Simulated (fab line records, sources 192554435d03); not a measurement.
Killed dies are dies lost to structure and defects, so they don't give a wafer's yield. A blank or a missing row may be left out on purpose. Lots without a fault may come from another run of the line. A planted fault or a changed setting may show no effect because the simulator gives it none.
fab line records | flow n5_finfet
record lots=4 wafers=12 last_day=17
route steps=1938 shown BEOL_M4@1106 BEOL_M5@1112 PASSIVATION@1936
lots that met no fault: from a run of the same line without faults
start_h: hours from the record's first day to the start of the lot's first wafer shown | wait_h: hours since the lot's step before | " the same as in the row above | L1.1+2: a row that stands for several wafers | - no value, or no start given | * or withheld: withheld | < > ~ a bound
route shown NAME@n: a module of which the file shows steps, and the number in the route of the first | usual: mean/standard deviation of fault-free wafers | same: alike in all rows | chamber/n: place in a boat | sites: the reading at each site | _std_site: their standard deviation | _edge_site: outer sites' mean less inner sites' | radius_mm: how far each site lies from the wafer's centre | mask NAME#n: copy n | behind: the tool/chamber that last shaped the wafer | hold: why the lot was held/for how many hours/how that ended | device: the transistor (n, p or np) that didn't switch | end of line: the same wafers' tests at the end of the route | a step without rows: its recipe alone | killed: dies lost to structure and defects at the first sort, not the wafer's yield | map: a wafer's dies, x killed, . not, _ none there
set.NAME: the setting as run; set.NAME@STEP: as run at that earlier step | model.NAME: the simulator's own value behind a step, which no gauge read
lots at some steps of the route; a table a step, a row a wafer
services: from which hour (start_h, from the record's first day; less than 0 if before it) a tool's chamber was out of use, for how many hours, and why
## steps
# step N5_BEOL_M4_CO_CAP_55
# recipe material=Co target_thk_a=20 temp_c=200 precursor=CCTBA/H2 pressure_torr=30 time_s=102.1
# step N5_BEOL_M4_PRE_CLEAN_56
# recipe gas=NH3 time_s=15 temp_c=withheld rf_power_w=300
# step N5_BEOL_M4_DEP_57
# recipe material=SiCN target_thk_a=80 temp_c=withheld precursor=3MS/NH3 pressure_torr=3 rf_w=202 time_s=14
# step N5_BEOL_M5_ILD_DEP_00
# recipe material=SiCOH_lowk target_thk_a=1406.4 temp_c=300 precursor=DEMS/porogen pressure_torr=5 rf_w=500 time_s=25.9
# step N5_BEOL_M5_CURE_79
# recipe temp_c=385 time_s=240 ambient=He/Ar material=SiCOH_lowk
# step N5_BEOL_M5_PECVD_70
# recipe material=SiO2 target_thk_a=160 temp_c=400 precursor=TEOS/O2 pressure_torr=5.5 rf_w=450 teos_flow_sccm=53.8 gas=O2 flow_sccm=3000 time_s=18
# step N5_BEOL_M5_HM_DEP_02
# recipe material=TiN target_thk_a=200 temp_c=25 chamber_pressure_pa=0.49996
# step N5_BEOL_M5_COAT_59
# recipe resist=SOC temp_c=250 time_s=60 spin_rpm=1500 resist_thk_nm=60
# step N5_BEOL_M5_COAT_60
# recipe resist=SiARC temp_c=220 time_s=60 spin_rpm=1500 resist_thk_nm=12
# usual chill_plate_temp_C=23.01/0.11 spin_speed_rpm=1499.9/0.98
# columns lot.wafer tool chamber start_h wait_h chill_plate_temp_C spin_speed_rpm model.SiARC_of_BEOL_M5_COAT_60.thk_nm
L908.3 litho_track-05 0 225.53 - 23.15 1500.0 12
L908.5 " 0 " " 23.02 1498.5 12
L908.6 " 0 " " 23.11 1498.5 12
L911.2 litho_track-05 0 229.83 - 22.95 1645.0 11.4
L911.5 " 0 " " 23.06 1644.0 11.6
L911.6 " 0 " " 22.99 1643.0 11.6
L913.1 litho_track-05 0 247.08 - 22.90 1644.0 11.6
L913.2 " 0 " " 22.85 1644.1 11.6
L913.6 " 0 " " 22.90 1643.2 11.6
L923.1 litho_track-01 0 315.67 - 23.09 1499.8 12
L923.4 " 0 " " 22.80 1501.5 12
L923.6 " 0 " " 23.07 1502.2 12
# step N5_BEOL_M5_COAT_71
# recipe resist=underlayer temp_c=205 time_s=60 spin_rpm=1500 resist_thk_nm=5
# step N5_BEOL_M5_COAT_05
# recipe resist=CAR-EUV spin_rpm=1500 resist_thk_nm=30
# step N5_BEOL_M5_EBR_07
# recipe solvent=PGMEA ebr_width_mm=1.5
# step N5_BEOL_M5_SOFTBAKE_06
# recipe temp_c=110 time_s=60 resist=CAR-EUV
# step N5_BEOL_M5_EXPOSE_08
# recipe mask_id=M5 na=0.33 source_shape=annular sigma_inner=0.4 sigma_outer=0.8 polarization=unpolarized target_cd_nm=28 dose_mj=35.75
# step N5_BEOL_M5_PEB_09
# recipe peb_temp_c=100 peb_time_s=60 resist=CAR-EUV
# step N5_BEOL_M5_DEVELOP_10
# recipe develop_time_s=30 developer=TMAH resist=CAR-EUV rinse_liquid=surfactant_rinse dry=air_spin dev_temp_c=23
# step N5_BEOL_M5_DESCUM_16
# recipe chemistry=O2 time_s=7 source_power_w=50 bias_power_w=20 pressure_mtorr=20 rf_frequency_hz=2.712e+07 temp_c=40 resist=CAR-EUV o2_flow_sccm=225
# step N5_BEOL_M5_ETCH_72
# recipe chemistry=N2/H2 target=underlayer target_depth_a=65 mask_material=CAR-EUV time_s=5.2 ion_energy_ev=200 pressure_mtorr=30 source_w=840 bias_w=150 n2_flow_sccm=200 h2_flow_sccm=200 ends=cleared
# step N5_BEOL_M5_ETCH_61
# recipe chemistry=CF4 target=SiARC target_depth_a=156 mask_material=CAR-EUV time_s=26 ion_energy_ev=80 pressure_mtorr=40 source_w=545 bias_w=36 Ar_flow_sccm=100 cf4_flow_sccm=100 ends=cleared
# usual drypump_motor_current_A=5.5/0.31 etch_rf_on_time_s=25.7/0.43 oes_product_au=0.70/0.072 rf_vpp_V=184.1/1.1 showerhead_plenum_p_Torr=2.15/0.066 throttle_valve_pct=15.49/0.29
# columns lot.wafer tool chamber start_h wait_h drypump_motor_current_A etch_rf_on_time_s oes_product_au rf_hours_counter_h rf_vpp_V showerhead_plenum_p_Torr throttle_valve_pct model.etch.depth_nm
L908.3 rie_diel-04 2 226.37 0.0 5.5 25.6 0.65 177 185.8 2.22 15.64 11.98
L908.5 " 2 " " 5.5 25.6 0.65 - 184.8 2.22 15.64 12.02
L908.6 " 1 " " 5.2 25.2 0.74 - 183.1 2.08 15.65 12.04
L911.2 rie_diel-01 3 230.46 0.0 5.3 24.4 0.80 8 183.8 2.10 15.25 11.49
L911.5 " 2 " " 5.3 24.1 0.73 - 183.1 2.10 15.22 11.51
L911.6 " 3 " " 5.3 24.6 0.81 - 183.9 2.10 15.23 11.53
L913.1 rie_diel-01 2 247.64 0.0 5.4 24.2 0.72 62 183.0 2.09 15.20 11.54
L913.2 " 0 " " 5.9 24.6 0.70 84 184.3 2.17 15.25 11.54
L913.6 " 3 " " 5.3 24.5 0.80 - 183.0 2.10 15.25 11.52
L923.1 rie_diel-02 3 316.24 0.0 5.9 26.7 0.57 255 184.7 2.18 15.79 11.96
L923.4 " 2 " " 6.0 25.9 0.61 - 182.3 2.04 15.65 11.98
L923.6 " 1 " " 5.7 25.7 0.75 - 185.0 2.26 15.43 12.01
# step N5_BEOL_M5_ETCH_62
# recipe chemistry=N2/H2 target=SOC target_depth_a=750 overetch_a=150 mask_material=SiARC temp_c=40 time_s=112.5 ion_energy_ev=200 pressure_mtorr=30 source_w=840 bias_w=150 n2_flow_sccm=200 h2_flow_sccm=200
# usual drypump_motor_current_A=5.5/0.31 oes_product_au=0.64/0.062 rf_vpp_V=524.2/2.4 showerhead_plenum_p_Torr=2.55/0.084 throttle_valve_pct=17.7/0.31
# columns lot.wafer tool chamber start_h wait_h drypump_motor_current_A oes_product_au rf_hours_counter_h rf_vpp_V showerhead_plenum_p_Torr throttle_valve_pct model.SiARC_of_BEOL_M5_COAT_60.thk_nm
L908.3 rie_diel-04 2 226.39 0.0 5.5 0.60 177 525.9 2.64 17.8 6.8
L908.5 " 2 " " 5.5 0.60 - 526.7 2.64 17.8 6.8
L908.6 " 1 " " 5.2 0.67 - 522.5 2.46 17.9 6.6
L911.2 rie_diel-01 3 230.48 0.0 5.3 0.74 8 523.7 2.49 17.4 6.2
L911.5 " 2 " " 5.4 0.67 - 521.5 2.48 17.4 6.2
L911.6 " 3 " " 5.3 0.75 - 523.5 2.49 17.4 6.2
L913.1 rie_diel-01 2 247.67 0.0 5.4 0.65 62 520.9 2.48 17.4 6.2
L913.2 " 0 " " 5.9 0.63 84 525.0 2.57 17.4 6.4
L913.6 " 3 " " 5.3 0.73 - 522.1 2.49 17.5 6.2
L923.1 rie_diel-02 3 316.27 0.0 5.9 0.54 255 525.6 2.60 18.0 7
L923.4 " 2 " " 6.0 0.56 - 518.6 2.42 18.0 6.8
L923.6 " 1 " " 5.7 0.69 - 528.9 2.68 17.5 6.8
# step N5_BEOL_M5_STRIP_63
# recipe chemistry=N2/H2 temp_c=40 n2_flow_sccm=200 h2_flow_sccm=200 rf_frequency_hz=6e+07
# step N5_PASSIVATION_PROBE_49
# usual defect_limited_yield=91.1/1.5 killed_at_M0_to_M3=35/9.5 killed_at_M4_up=13/5.2 killed_at_contacts=12/6.1 killed_at_front_end=41/14 killed_at_other=3.8/2.9 killed_dies=105/17 killed_on_rim=13/4.1 killed_open=70/13 killed_short=33/8.4 sort_bin_5_function=5.1/0.97 sort_bin_6_memory=3.4/0.69 sort_n_pass=1075/17 sort_yield_pct=91.1/1.5
# same gross_dies=1180 killed_at_back_side=0 sort_bin_4_leakage[%]=0 sort_bin_8_speed[%]=0
# columns lot.wafer tool chamber start_h wait_h defect_limited_yield[%] killed_at_M0_to_M3 killed_at_M4_up killed_at_contacts killed_at_front_end killed_at_other killed_dies killed_on_rim killed_open killed_short sort_bin_5_function[%] sort_bin_6_memory[%] sort_n_pass sort_yield_pct[%]
L908.3 prober-01 - 333.61 0.1 92.0 22 16 14 39 3 94 8 58 36 5.1 2.7 1086 92.0
L908.5 prober-01 - 333.71 0.2 91.5 33 6 19 39 3 100 16 65 35 4.9 3.1 1080 91.5
L908.6 prober-01 - 333.76 0.3 92.3 29 10 10 40 2 91 9 58 33 4.0 3.4 1089 92.3
L911.2 prober-01 - 337.10 0.1 94.7 14 4 9 35 0 62 9 43 19 3.1 1.9 1118 94.7
L911.5 prober-01 - 337.25 0.2 94.2 31 8 8 22 0 69 5 49 18 3.3 2.2 1111 94.2
L911.6 prober-01 - 337.30 0.3 93.3 17 8 17 31 6 79 8 59 20 4.2 2.4 1101 93.3
L913.1 prober-01 - 354.34 0.0 91.4 26 20 9 42 4 101 10 68 33 4.7 3.6 1079 91.4
L913.2 prober-01 - 354.39 0.1 87.5 37 20 21 70 0 148 17 101 47 7.0 5.0 1032 87.5
L913.6 prober-01 - 354.59 0.3 89.8 36 13 17 52 2 120 17 83 35 5.5 4.5 1060 89.8
L923.1 prober-01 - 416.79 0.0 93.1 20 11 16 26 8 81 10 60 18 4.2 2.6 1099 93.1
L923.4 prober-01 - 416.94 0.2 93.1 28 4 24 15 11 82 8 50 31 3.9 3.0 1098 93.1
L923.6 prober-01 - 417.04 0.3 93.7 27 7 12 22 6 74 15 48 24 3.8 2.2 1106 93.7
# killed by level:class
L908.3 MOL_CONTACT_COAG:geometric_particle:open=11 STI_FIN_REVEAL:geometric_particle:open=10 GATE_CUT:geometric_particle:short=8 BEOL_M1:geometric_particle:open=7 BEOL_M0_SAQP:geometric_particle:short=5 FIN_SAQP:geometric_particle:short=4 STI_FIN_REVEAL:geometric_particle:short=4 BEOL_M3:geometric_particle:open=4
L908.5 MOL_CONTACT_COAG:geometric_particle:open=13 FIN_SAQP:geometric_particle:open=11 FIN_SAQP:geometric_particle:short=9 BEOL_M2:geometric_particle:open=8 GATE_CUT:geometric_particle:open=6 MOL_CONTACT_COAG:geometric_particle:short=6 BEOL_M1:geometric_particle:open=6 BEOL_M3:geometric_particle:open=6
L908.6 FIN_SAQP:geometric_particle:open=13 MOL_CONTACT_COAG:geometric_particle:open=9 BEOL_M0_SAQP:geometric_particle:short=7 BEOL_M3:geometric_particle:open=7 FIN_SAQP:geometric_particle:short=5 BEOL_M1:geometric_particle:open=5 BEOL_M4:geometric_particle:open=5 GATE_CUT:geometric_particle:open=4
L911.2 STI_FIN_REVEAL:geometric_particle:open=8 MOL_CONTACT_COAG:geometric_particle:open=8 BEOL_M0_SAQP:geometric_particle:open=6 BEOL_M4:geometric_particle:open=4 STI_FIN_REVEAL:geometric_particle:short=3 DUMMY_GATE:geometric_particle:open=3 BEOL_M3:geometric_particle:open=3 GATE_CUT:geometric_particle:open=3
L911.5 BEOL_M3:geometric_particle:open=10 BEOL_M2:geometric_particle:open=8 STI_FIN_REVEAL:geometric_particle:open=6 MOL_CONTACT_COAG:geometric_particle:open=5 BEOL_M0_SAQP:geometric_particle:short=5 FIN_SAQP:geometric_particle:open=4 BEOL_M0_SAQP:geometric_particle:open=4 MOL_CONTACT_COAG:geometric_particle:short=3
L911.6 MOL_CONTACT_COAG:geometric_particle:open=15 STI_FIN_REVEAL:geometric_particle:open=12 BEOL_M0_SAQP:geometric_particle:short=6 GATE_CUT:geometric_particle:short=5 BEOL_M3:geometric_particle:open=5 FIN_SAQP:geometric_particle:open=4 BEOL_M0_SAQP:geometric_particle:open=4 DUMMY_GATE:geometric_particle:open=3
L913.1 STI_FIN_REVEAL:geometric_particle:open=12 MOL_CONTACT_COAG:geometric_particle:open=8 BEOL_M0_SAQP:geometric_particle:open=8 BEOL_M0_SAQP:geometric_particle:short=8 BEOL_M4:geometric_particle:open=8 FIN_SAQP:geometric_particle:open=5 ILD0:geometric_particle:short=5 STARTING-WAFER:geometric_particle:open=5
L913.2 STI_FIN_REVEAL:geometric_particle:open=28 BEOL_M0_SAQP:geometric_particle:short=17 MOL_CONTACT_COAG:geometric_particle:open=15 BEOL_M4:geometric_particle:open=13 BEOL_M0_SAQP:geometric_particle:open=10 FIN_SAQP:geometric_particle:short=8 DUMMY_GATE:geometric_particle:open=8 MOL_CONTACT_COAG:geometric_particle:short=6
L913.6 STI_FIN_REVEAL:geometric_particle:open=18 MOL_CONTACT_COAG:geometric_particle:open=15 BEOL_M0_SAQP:geometric_particle:open=14 FIN_SAQP:geometric_particle:short=12 FIN_SAQP:geometric_particle:open=9 BEOL_M0_SAQP:geometric_particle:short=8 BEOL_M1:geometric_particle:open=7 BEOL_M4:geometric_particle:open=4
L923.1 MOL_CONTACT_COAG:geometric_particle:open=13 STI_FIN_REVEAL:geometric_particle:open=7 BEOL_M2:geometric_particle:open=6 FIN_SAQP:geometric_particle:open=5 BEOL_M8:geometric_particle:open=4 MIM_TOP:geometric_particle:open=4 DUMMY_GATE:geometric_particle:open=3 BEOL_M1:geometric_particle:open=3
L923.4 MOL_CONTACT_COAG:geometric_particle:open=18 MOL_CONTACT_COAG:geometric_particle:short=6 BEOL_M0_SAQP:geometric_particle:short=6 BEOL_M0_SAQP:geometric_particle:open=6 BEOL_M3:geometric_particle:open=5 BEOL_M0:geometric_particle:short=4 MIM_TOP:geometric_particle:short=4 STI_FIN_REVEAL:geometric_particle:open=3
L923.6 MOL_CONTACT_COAG:geometric_particle:open=11 BEOL_M3:geometric_particle:open=9 GATE_CUT:geometric_particle:short=5 BEOL_M0_SAQP:geometric_particle:open=4 BEOL_M1:geometric_particle:open=4 DUMMY_GATE:geometric_particle:open=3 BEOL_M0_SAQP:geometric_particle:short=3 BEOL_M2:geometric_particle:short=3
## services
# columns tool chamber start_h hours kind
rie_diel-01 2 258.46 12.2 repair
litho_track-05 - 259.56 - consumable_replace:filter
rie_diel-02 0 296.99 - clean
rie_diel-02 0 296.99 - consumable_replace:focus_ring
rie_diel-02 0 296.99 19.5 scheduled_down
rie_diel-02 0 296.99 19.5 vent_cycle
## key
first_sign step=N5_BEOL_M5_COAT_60 reading=spin_speed_rpm direction=up sigmas=99+ usual=* struck=*
effect step=N5_BEOL_M5_ETCH_61 reading=etch_rf_on_time_s direction=down sigmas=3.1 usual=* struck=*
model_effect step=N5_BEOL_M5_COAT_60 value=SiARC_of_BEOL_M5_COAT_60.thk_nm without=12 struck=11.57
model_effect step=N5_BEOL_M5_ETCH_61 value=etch.depth_nm without=12.06 struck=11.52
model_effect step=N5_BEOL_M5_ETCH_62 value=SiARC_of_BEOL_M5_COAT_60.thk_nm without=6.767 struck=6.233
met_at N5_BEOL_M5_COAT_60
struck_wafers L911.2,L911.5,L911.6,L913.1,L913.2,L913.6
onset_between 225.53 229.83
fault kind=process_parameter_drift tool=litho_track-05 chamber=- onset_h=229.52 steps=N5_BEOL_M5_COAT_60 channel=spin_rpm offset=* shape=step end_h=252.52 acts_in=* stated=*
